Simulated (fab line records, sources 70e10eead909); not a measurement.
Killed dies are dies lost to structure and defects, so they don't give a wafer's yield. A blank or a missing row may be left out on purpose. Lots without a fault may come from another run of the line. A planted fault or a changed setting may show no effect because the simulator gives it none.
Chamber matching | flow nand_harc | NHARC_A_M0_DESCUM_14 on rie_diel-04: 4 sister chambers
The step chemistry O2, time 3 s. 4 wafers are shown with their chamber, then 9 later ones without.

WAFERS WITH THEIR CHAMBER
wafer  | chamber | drypump_motor_current_A (A)
L078.3 | 2       | 5.55
L083.2 | 0       | 5.68
L086.3 | 1       | 6.15
L086.5 | 3       | 5.36

WAFERS WITHOUT THEIR CHAMBER
wafer  | drypump_motor_current_A (A)
L091.1 | 5.70
L091.2 | 5.54
L091.6 | 6.09
L097.1 | 5.36
L097.2 | 5.55
L097.5 | 5.55
L094.2 | 5.36
L094.4 | 5.56
L094.6 | 5.76

WHICH CHAMBER EACH WENT THROUGH
wafer  | from the rows above | in truth
L091.1 | 0                   | 0
L091.2 | 2                   | 2
L091.6 | 1                   | 1
L097.1 | 3                   | 3
L097.2 | 2                   | 2
L097.5 | 2                   | 2
L094.2 | 3                   | 3
L094.4 | 2                   | 2
L094.6 | 0                   | 0
Placed correctly: 9 of 9. Can't be placed from these rows: 0. Placed wrongly: 0.
How it was worked out, from the rows above alone: a wafer's distance from a chamber is the root of the sum, over the readings, of the square of ((its reading less the chamber's mean) divided by the reading's scatter). The wafer belongs to the nearest chamber; if the next one is less than 2 further off, it can't be placed. A chamber's mean is the mean of its shown wafers. The scatter: with one shown wafer a chamber, the root of the mean of the squares of how far each hidden wafer lies from its nearest shown one.
